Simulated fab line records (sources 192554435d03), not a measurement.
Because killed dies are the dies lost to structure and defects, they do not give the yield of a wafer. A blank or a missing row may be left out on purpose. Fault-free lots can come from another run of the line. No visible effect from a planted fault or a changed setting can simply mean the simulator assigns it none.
Chamber matching || flow n5Finfet || N5_HKMG_FIN_ALD_91 on aldMetal-04 has 4 sister chambers
The step deposits TiN, target thk 1 nm, pulse time 1 s, purge time 3 s. 18 wafers are shown with their chamber, then 9 later ones without.

WAFERS, EACH WITH ITS CHAMBER
{"wafer": "L076.2", "chamber": 1, "heaterPowerW (W)": 818, "precursorPulseHeightRel": 0.983}
{"wafer": "L076.5", "chamber": 3, "heaterPowerW (W)": 785, "precursorPulseHeightRel": 1.033}
{"wafer": "L076.6", "chamber": 0, "heaterPowerW (W)": 905, "precursorPulseHeightRel": 0.990}
{"wafer": "L077.2", "chamber": 3, "heaterPowerW (W)": 794, "precursorPulseHeightRel": 1.018}
{"wafer": "L077.4", "chamber": 0, "heaterPowerW (W)": 915, "precursorPulseHeightRel": 0.980}
{"wafer": "L077.6", "chamber": 2, "heaterPowerW (W)": 885, "precursorPulseHeightRel": 1.016}
{"wafer": "L078.3", "chamber": 3, "heaterPowerW (W)": 799, "precursorPulseHeightRel": 0.981}
{"wafer": "L078.4", "chamber": 0, "heaterPowerW (W)": 904, "precursorPulseHeightRel": 0.986}
{"wafer": "L078.6", "chamber": 2, "heaterPowerW (W)": 856, "precursorPulseHeightRel": 0.966}
{"wafer": "L079.2", "chamber": 2, "heaterPowerW (W)": 877, "precursorPulseHeightRel": 1.022}
{"wafer": "L079.3", "chamber": 1, "heaterPowerW (W)": 830, "precursorPulseHeightRel": 1.012}
{"wafer": "L079.4", "chamber": 3, "heaterPowerW (W)": 803, "precursorPulseHeightRel": 1.010}
{"wafer": "L081.1", "chamber": 3, "heaterPowerW (W)": 788, "precursorPulseHeightRel": 0.973}
{"wafer": "L081.4", "chamber": 0, "heaterPowerW (W)": 896, "precursorPulseHeightRel": 1.026}
{"wafer": "L081.6", "chamber": 2, "heaterPowerW (W)": 889, "precursorPulseHeightRel": 0.987}
{"wafer": "L083.3", "chamber": 3, "heaterPowerW (W)": 788, "precursorPulseHeightRel": 1.048}
{"wafer": "L083.4", "chamber": 1, "heaterPowerW (W)": 857, "precursorPulseHeightRel": 0.996}
{"wafer": "L083.5", "chamber": 0, "heaterPowerW (W)": 902, "precursorPulseHeightRel": 0.988}

SIGNATURES (means of the wafers above)
{"reading": "heaterPowerW", "chamber 0": 904.40, "chamber 1": 835.00, "chamber 2": 876.75, "chamber 3": 792.83, "scatter within a chamber": 11.6}
{"reading": "precursorPulseHeightRel", "chamber 0": 0.99400, "chamber 1": 0.99700, "chamber 2": 0.99775, "chamber 3": 1.01050, "scatter within a chamber": 0.024}
Rule: a wafer lies at a distance from a chamber equal to the root of the sum of squares, over the readings, of (its reading less the chamber's mean, divided by the reading's scatter). If the next closest chamber is less than 2 further off than the closest, the wafer can't be placed; otherwise it belongs to the closest. The scatter is the square root of a quotient: the sum, over the shown wafers, of each reading's squared deviation from its chamber's mean, divided by wafers minus chambers.

WAFERS MISSING THEIR CHAMBER
{"wafer": "L086.2", "heaterPowerW (W)": 879, "precursorPulseHeightRel": 0.974}
{"wafer": "L086.3", "heaterPowerW (W)": 891, "precursorPulseHeightRel": 0.981}
{"wafer": "L086.6", "heaterPowerW (W)": 789, "precursorPulseHeightRel": 1.012}
{"wafer": "L093.1", "heaterPowerW (W)": 754, "precursorPulseHeightRel": 0.976}
{"wafer": "L093.2", "heaterPowerW (W)": 878, "precursorPulseHeightRel": 1.013}
{"wafer": "L093.5", "heaterPowerW (W)": 924, "precursorPulseHeightRel": 0.997}
{"wafer": "L097.2", "heaterPowerW (W)": 790, "precursorPulseHeightRel": 0.962}
{"wafer": "L097.4", "heaterPowerW (W)": 880, "precursorPulseHeightRel": 0.984}
{"wafer": "L097.5", "heaterPowerW (W)": 921, "precursorPulseHeightRel": 0.997}

CHAMBER TAKEN BY EACH
{"wafer": "L086.2", "from the rows above": "can't be placed: 2 or 0", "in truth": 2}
{"wafer": "L086.3", "from the rows above": "can't be placed: 0 or 2", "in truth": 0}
{"wafer": "L086.6", "from the rows above": 3, "in truth": 3}
{"wafer": "L093.1", "from the rows above": 3, "in truth": 3}
{"wafer": "L093.2", "from the rows above": "can't be placed: 2 or 0", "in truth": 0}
{"wafer": "L093.5", "from the rows above": 0, "in truth": 0}
{"wafer": "L097.2", "from the rows above": 3, "in truth": 3}
{"wafer": "L097.4", "from the rows above": "can't be placed: 2 or 0", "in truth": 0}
{"wafer": "L097.5", "from the rows above": 0, "in truth": 0}
Correct placement for 5 of the 9. From these rows, 4 cannot be placed; in 4 the true chamber is one of the candidates. 0 placed wrongly.
